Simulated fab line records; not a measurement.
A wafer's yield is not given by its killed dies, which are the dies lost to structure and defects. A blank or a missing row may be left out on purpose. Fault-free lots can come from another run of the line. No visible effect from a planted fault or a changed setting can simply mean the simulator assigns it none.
What tool caused it? ; flow n5 finfet ; 11 lots with 32 wafers sampled at 5 steps, on a route of 1938 steps

WHAT EACH GAUGE READ, for each wafer
The record holds no reading of a measuring or inspecting step that can be judged against a usual standard deviation.

WHICH TOOL RAN EACH LOT (tool, then ch and the chambers of the sampled wafers, then the start)
lot;N5_BEOL_M12_ETCH_68;N5_BEOL_M12_STRIP_37;N5_BEOL_M12_ETCH_38;N5_BEOL_M12_DEGAS_41;N5_PASSIVATION_PROBE_49
L157;rie diel-05 ch 2,3, day 13 14:24;plasma asher-02 ch 0,1, day 13 14:56;rie diel-05 ch 2,3, day 13 17:09;pvd sputter-03, day 13 17:26;-
L159;rie diel-03 ch 1,2,3, day 13 20:02;plasma asher-01 ch 0,1, day 13 20:25;rie diel-03 ch 0,2,3, day 13 20:55;pvd sputter-02, day 13 21:37;prober-01, day 15 13:00
L161;rie diel-02 ch 0,1,2, day 13 23:01;plasma asher-01 ch 0,1, day 13 23:23;rie diel-03 ch 0,1,3, day 13 23:28;pvd sputter-01, day 13 23:58;-
L162;rie diel-02 ch 0,2,3, day 14 12:42;plasma asher-01 ch 0,1, day 14 13:11;rie diel-02 ch 0,1, day 14 19:16;pvd sputter-01, day 14 19:35;-
L164;rie diel-03 ch 1, day 15 09:18;plasma asher-01 ch 0,1, day 15 09:40;rie diel-05 ch 1, day 15 11:32;pvd sputter-01, day 15 14:06;prober-02, day 17 01:46
L165;rie diel-02 ch 2,3, day 16 00:56;plasma asher-01 ch 0,1, day 16 01:19;rie diel-02 ch 0,3, day 16 04:14;pvd sputter-03, day 16 04:29;-
L163;rie diel-03 ch 1,2, day 16 10:02;plasma asher-01 ch 0,1, day 16 10:25;rie diel-02 ch 0,2,3, day 16 10:47;pvd sputter-02, day 16 11:20;prober-01, day 17 22:33
L166;rie diel-03 ch 1,3, day 16 10:31;plasma asher-01 ch 0,1, day 16 10:54;rie diel-05 ch 0,2,3, day 16 11:05;pvd sputter-01, day 16 11:40;-
L176;rie diel-02 ch 0,2,3, day 18 05:01;plasma asher-01 ch 0,1, day 18 05:24;rie diel-05 ch 0,2,3, day 18 05:47;pvd sputter-03, day 18 06:36;prober-02, day 19 20:48
L178;rie diel-02 ch 0,2,3, day 18 09:59;plasma asher-01 ch 0,1, day 18 10:22;rie diel-05 ch 0,2,3, day 18 10:58;pvd sputter-02, day 18 11:20;prober-02, day 20 01:45
L177;rie diel-05 ch 0,3, day 18 22:07;plasma asher-01 ch 1, day 18 22:30;rie diel-02 ch 2,3, day 18 22:46;pvd sputter-01, day 18 23:17;prober-01, day 20 12:54
- N5_BEOL_M12_ETCH_68: etches SOC in N2/H2, time 285 s.
- N5_BEOL_M12_STRIP_37: strips in N2/H2.
- N5_BEOL_M12_ETCH_38: etches SiCN in CF4/N2, target depth 68.7 nm, time 73.4 s.
- N5_BEOL_M12_DEGAS_41: time 60 s.
- N5_PASSIVATION_PROBE_49

AS READ BY THE TOOLS THEMSELVES (means over the sampled wafers that have a number; for cases with no such wafer, the mark the record gives instead)
N5_BEOL_M12_ETCH_68. Usual: drypump motor current A 5.9 A, standard deviation 0.58; oes product au 0.80 a.u., standard deviation 0.068; rf vpp V 524.6 V, standard deviation 2.9; run length s 308.2 s, standard deviation 0.35; showerhead plenum p Torr 2.57 Torr, standard deviation 0.1; throttle valve pct 17.73 %, standard deviation 0.3.
lot;tool;drypump motor current A (A);oes product au (a.u.);rf vpp V (V);run length s (s);showerhead plenum p Torr (Torr);throttle valve pct (%);flag
L157;rie diel-05;5.6;0.76;522.8;308.2;2.54;17.56;
L159;rie diel-03;6.0;0.86;525.3;308.5;2.62;17.74;
L161;rie diel-02;5.8;0.79;524.0;308.4;2.53;17.76;
L162;rie diel-02;6.2;0.76;525.2;308.3;2.59;17.93;
L164;rie diel-03;6.3;0.79;521.4;308.5;2.46;18.14;
L165;rie diel-02;6.7;0.73;524.2;308.0;2.59;18.01;
L163;rie diel-03;6.1;0.81;524.7;254.1;2.53;17.98;OFF
L166;rie diel-03;6.2;0.82;523.1;253.7;2.54;17.97;OFF
L176;rie diel-02;6.2;0.73;525.2;308.2;2.58;17.98;
L178;rie diel-02;6.2;0.72;524.7;308.4;2.58;17.98;
L177;rie diel-05;6.0;0.87;526.2;308.2;2.63;17.75;

N5_BEOL_M12_STRIP_37. Usual: drypump motor current A 5.6 A, standard deviation 0.55; heater power w 322 W, standard deviation 22; oes product au 0.790 a.u., standard deviation 0.0099.
lot;tool;drypump motor current A (A);heater power w (W);oes product au (a.u.);flag
L157;plasma asher-02;4.9;349;0.783;
L159;plasma asher-01;6.0;305;0.797;
L161;plasma asher-01;5.8;318;0.780;
L162;plasma asher-01;6.0;304;0.778;
L164;plasma asher-01;5.8;315;0.794;
L165;plasma asher-01;5.7;316;0.802;
L163;plasma asher-01;6.0;305;0.788;
L166;plasma asher-01;6.0;300;0.793;
L176;plasma asher-01;6.0;305;0.791;
L178;plasma asher-01;6.0;302;0.782;
L177;plasma asher-01;6.3;297;0.801;

N5_BEOL_M12_ETCH_38. Usual: drypump motor current A 5.8 A, standard deviation 0.56; oes product au 0.81 a.u., standard deviation 0.073; rf vpp V 382.6 V, standard deviation 2.2; showerhead plenum p Torr 2.22 Torr, standard deviation 0.086; throttle valve pct 15.31 %, standard deviation 0.28.
lot;tool;drypump motor current A (A);oes product au (a.u.);rf vpp V (V);showerhead plenum p Torr (Torr);throttle valve pct (%);flag
L157;rie diel-05;5.6;0.76;381.5;2.19;15.20;
L159;rie diel-03;5.6;0.91;383.6;2.27;15.08;
L161;rie diel-03;5.7;0.88;382.2;2.21;15.23;
L162;rie diel-02;5.5;0.80;381.9;2.20;15.28;
L164;rie diel-05;5.2;0.91;381.2;2.16;14.90;
L165;rie diel-02;6.3;0.75;384.3;2.30;15.58;
L163;rie diel-02;6.2;0.74;382.9;2.23;15.56;
L166;rie diel-05;5.8;0.86;382.8;2.24;15.21;
L176;rie diel-05;5.9;0.85;383.9;2.23;15.23;
L178;rie diel-05;5.8;0.84;382.3;2.23;15.23;
L177;rie diel-02;6.6;0.71;381.0;2.15;15.56;

N5_BEOL_M12_DEGAS_41. Usual: heater power w 339 W, standard deviation 29.
lot;tool;heater power w (W);flag
L157;pvd sputter-03;380;
L159;pvd sputter-02;345;
L161;pvd sputter-01;322;
L162;pvd sputter-01;324;
L164;pvd sputter-01;334;
L165;pvd sputter-03;340;
L163;pvd sputter-02;359;
L166;pvd sputter-01;320;
L176;pvd sputter-03;370;
L178;pvd sputter-02;345;
L177;pvd sputter-01;336;

N5_PASSIVATION_PROBE_49. Usual: defect limited yield 91.2 %, standard deviation 1.6; killed_at_M0_to_M3 33, standard deviation 11; killed_at_M4_up 14, standard deviation 5; killed at contacts 12, standard deviation 5.8; killed at front end 41, standard deviation 12; killed at other 3.5, standard deviation 2.9; killed dies 104, standard deviation 19; killed open 68, standard deviation 14; killed short 34, standard deviation 8.8; sort_bin_5_function 5.2 %, standard deviation 1.1; sort_bin_6_memory 3.2 %, standard deviation 0.71; sort n pass 1076, standard deviation 19; sort yield pct 91.2 %, standard deviation 1.6.
lot;tool;defect limited yield (%);killed_at_M0_to_M3;killed_at_M4_up;killed at contacts;killed at front end;killed at other;killed dies;killed open;killed short;sort_bin_5_function (%);sort_bin_6_memory (%);sort n pass;sort yield pct (%);flag
L159;prober-01;90.8;30;12;10;52;4.7;108;69;38;5.4;3.5;1072;90.8;
L164;prober-02;92.3;26;10;13;40;2.5;91;66;25;4.3;3.2;1089;92.3;
L163;prober-01;89.9;41;16;9;51;2.0;119;72;45;6.2;3.3;1061;89.9;
L176;prober-02;92.3;19;14;14;42;2.0;91;56;35;4.3;3.0;1089;92.3;
L178;prober-02;91.2;34;20;14;33;3.3;104;70;33;5.1;3.5;1076;91.2;
L177;prober-01;91.1;39;10;14;37;5.3;105;77;28;5.4;3.4;1075;91.1;

THE ANSWER, worked out from the rows above alone
Rule: a lot is off if the mean of its wafers that have a number lies more than 3 standard deviations from the usual mean. Also off: a lot with no number at a reading for which 4 or more lots have one. All remaining lots with rows at the step are treated as sound. First the gauges in route order, then the tools' own readings, where a lot's mean is used as printed above. At the first step where some lot is off, the reading lying furthest off is the one used; lots without a number count as furthest.
Off, at N5_BEOL_M12_ETCH_68 on run length s: L163, L166.
A tool fits if, at that step or a process step before it, it ran every lot that is off, and no sound lot after the first of them. One fits: rie diel-03 at N5_BEOL_M12_ETCH_68. A fault onset in the window from L164 (day 15 09:18, its last sound lot) to L163 (day 16 10:02, its first lot off) fits.
The tool's own readings at N5_BEOL_M12_ETCH_68 bear it out: on the lots that are off they differ by more than 5 times the standard deviation of the sound lots' means. run length s reads 253.9 s there against 308.3 s on the sound lots.

WHAT HAD BEEN PUT IN BY THE SIMULATOR
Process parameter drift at N5_BEOL_M12_ETCH_68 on rie diel-03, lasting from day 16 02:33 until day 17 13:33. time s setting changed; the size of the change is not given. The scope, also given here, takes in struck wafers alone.
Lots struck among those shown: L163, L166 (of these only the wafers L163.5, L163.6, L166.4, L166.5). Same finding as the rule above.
